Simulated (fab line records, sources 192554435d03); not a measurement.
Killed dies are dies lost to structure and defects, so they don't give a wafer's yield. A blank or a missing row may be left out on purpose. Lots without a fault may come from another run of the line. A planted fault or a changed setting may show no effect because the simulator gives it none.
Tool commonality check | flow n5_finfet | 8 lots, 24 wafers sampled

WHY IT WAS OPENED
At N5_SPACER0_INSPECT_04 the reading raw_defect_count is flagged on 2 of 8 lots. Wafers without a fault read 146, standard deviation 38.
Rule: a lot is flagged when every wafer of it that has a number lies more than 4 standard deviations from that mean, or none has a number. The other lots count as sound.

lot  | measured    | on                | raw_defect_count, wafer by wafer | flag
L695 | day 4 00:22 | defect_inspect-01 | 169 96 125                       |
L700 | day 5 09:27 | defect_inspect-01 | 362 376 410                      | FLAGGED
L702 | day 5 21:55 | defect_inspect-02 | 519 448 432                      | FLAGGED
L705 | day 6 12:07 | defect_inspect-01 | 124 96 96                        |
L707 | day 7 00:26 | defect_inspect-01 | 103 111 132                      |
L710 | day 7 20:59 | defect_inspect-01 | 171 205 131                      |
L714 | day 8 20:00 | defect_inspect-01 | 123 126 104                      |
L708 | day 8 21:31 | defect_inspect-02 | 171 139 190                      |
The numbers of the flagged lots are 424 on average: +278 against the usual, or +7 standard deviations.

WHICH TOOL RAN EACH LOT
The record holds 3 process steps before the reading, out of a route of 1938 steps. In each cell: the tool, then ch and the chambers that the sampled wafers went through, then the start.
lot  | flag    | N5_DUMMY_GATE_ETCH_36             | N5_DUMMY_GATE_ETCH_23           | N5_SPACER0_ALD_08
L695 |         | rie_diel-03 ch 0,1,2, day 3 22:43 | rie_si-05 ch 0,2,3, day 3 23:19 | ald_sin-02 ch 0,3, day 4 00:13
L700 | FLAGGED | rie_diel-05 ch 0,1,3, day 5 07:47 | rie_si-06 ch 0,2, day 5 08:23   | ald_sin-02 ch 2,3, day 5 09:17
L702 | FLAGGED | rie_diel-03 ch 2,3, day 5 20:16   | rie_si-05 ch 1,2,3, day 5 20:51 | ald_sin-02 ch 0,1,2, day 5 21:45
L705 |         | rie_diel-03 ch 1,2, day 6 10:28   | rie_si-03 ch 0,1,2, day 6 11:04 | ald_sin-03 ch 2,3, day 6 11:58
L707 |         | rie_diel-06 ch 0,1,2, day 6 21:47 | rie_si-03 ch 1,3, day 6 22:22   | ald_sin-03 ch 0,1,3, day 7 00:17
L710 |         | rie_diel-06 ch 0,2,3, day 7 18:58 | rie_si-05 ch 0,2,3, day 7 19:55 | ald_sin-01 ch 0,3, day 7 20:50
L714 |         | rie_diel-06 ch 0,3, day 8 17:50   | rie_si-03 ch 0,2,3, day 8 18:26 | ald_sin-02 ch 0,2,3, day 8 19:50
L708 |         | rie_diel-03 ch 0,1,2, day 8 19:26 | rie_si-06 ch 1,2,3, day 8 20:26 | ald_sin-02 ch 1,2, day 8 21:22
What these steps do:
- N5_DUMMY_GATE_ETCH_36: etches SiARC in CF4, target depth 13 nm.
- N5_DUMMY_GATE_ETCH_23: etches poly-Si in HBr/Cl2/O2, target depth 41 nm, time 22.3 s.
- N5_SPACER0_ALD_08: deposits SiNx, target thk 2 nm.
- N5_SPACER0_INSPECT_04: inspects for defects (darkfield).

FLAGGED OVER TOTAL, TOOL BY TOOL (the gauges that took the reading come last)
step                  | tool              | lots run | flagged | share of the flagged lots | sound lots run after its first flagged lot
N5_DUMMY_GATE_ETCH_36 | rie_diel-03       | 4        | 1       | some                      | 2 (L705,L708)
N5_DUMMY_GATE_ETCH_36 | rie_diel-05       | 1        | 1       | some                      | 0
N5_DUMMY_GATE_ETCH_36 | rie_diel-06       | 3        | 0       | none                      | -
N5_DUMMY_GATE_ETCH_23 | rie_si-03         | 3        | 0       | none                      | -
N5_DUMMY_GATE_ETCH_23 | rie_si-05         | 3        | 1       | some                      | 1 (L710)
N5_DUMMY_GATE_ETCH_23 | rie_si-06         | 2        | 1       | some                      | 1 (L708)
N5_SPACER0_ALD_08     | ald_sin-01        | 1        | 0       | none                      | -
N5_SPACER0_ALD_08     | ald_sin-02        | 5        | 2       | all                       | 2 (L714,L708)
N5_SPACER0_ALD_08     | ald_sin-03        | 2        | 0       | none                      | -
N5_SPACER0_INSPECT_04 | defect_inspect-01 | 6        | 1       | some                      | 4 (L705,L707,L710,L714)
N5_SPACER0_INSPECT_04 | defect_inspect-02 | 2        | 1       | some                      | 1 (L708)

WHAT THE TABLE ALLOWS
1 row of the table ran every flagged lot: ald_sin-02 at N5_SPACER0_ALD_08.
- ald_sin-02 at N5_SPACER0_ALD_08: 2 of its 5 lots flagged. Sound lots ran on it after the first flagged one (L714, L708), which a lasting fault on the whole tool wouldn't allow.
No row of the table ran every flagged lot and no sound lot after the first.

WHAT THE SIMULATOR HAD PUT IN
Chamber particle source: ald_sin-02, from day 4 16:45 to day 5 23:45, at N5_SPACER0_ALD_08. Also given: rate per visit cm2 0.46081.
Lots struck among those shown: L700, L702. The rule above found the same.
